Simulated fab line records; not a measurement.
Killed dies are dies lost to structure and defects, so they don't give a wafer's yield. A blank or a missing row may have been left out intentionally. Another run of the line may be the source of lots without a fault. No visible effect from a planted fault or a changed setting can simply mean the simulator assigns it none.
The tool behind it: which one?	flow nand harc	18 wafers sampled from 6 lots at 1 step of a route of 1302

## WHAT EACH GAUGE READ, for each wafer
NHARC_A_ONON_D1_THK_MEAS_30: measures by ellipsometry.
lot	measured	on	thk nm (nm)
L600	day 9 00:54	film metro-01	1002 1001 1001
L603	day 10 08:28	film metro-02	987 988 989
L613	day 14 06:28	film metro-02	995 996 996
L615	day 15 10:58	film metro-02	1012 1013 1012
L617	day 16 06:03	film metro-01	1001 1001 1002
L620	day 17 18:07	film metro-02	1010 1008 1005

## TOOL THAT RAN EACH LOT (tool first, then ch and the chambers of the sampled wafers, then the start)
The record shows no process step preceding these readings.

## THE ANSWER, worked out from the rows above alone
Rule: the usual values come from the lots themselves. The widest of any qualifying gaps counts: lots, ordered by their means at a reading, are off when they make up no more than a third of the lots, leave a main group of 4 or more, and stand apart from it by 3 or more times the standard deviation of that group's means. Not used: any main group whose means are identical at the precision the tables above print for the reading. Also off: a lot with no number at a reading for which 4 or more lots have one. Where the step has rows for the other lots, those lots are counted as sound.
Nothing can be told from this: no lot is off at any reading shown.

## WHAT THE SIMULATOR PUT IN
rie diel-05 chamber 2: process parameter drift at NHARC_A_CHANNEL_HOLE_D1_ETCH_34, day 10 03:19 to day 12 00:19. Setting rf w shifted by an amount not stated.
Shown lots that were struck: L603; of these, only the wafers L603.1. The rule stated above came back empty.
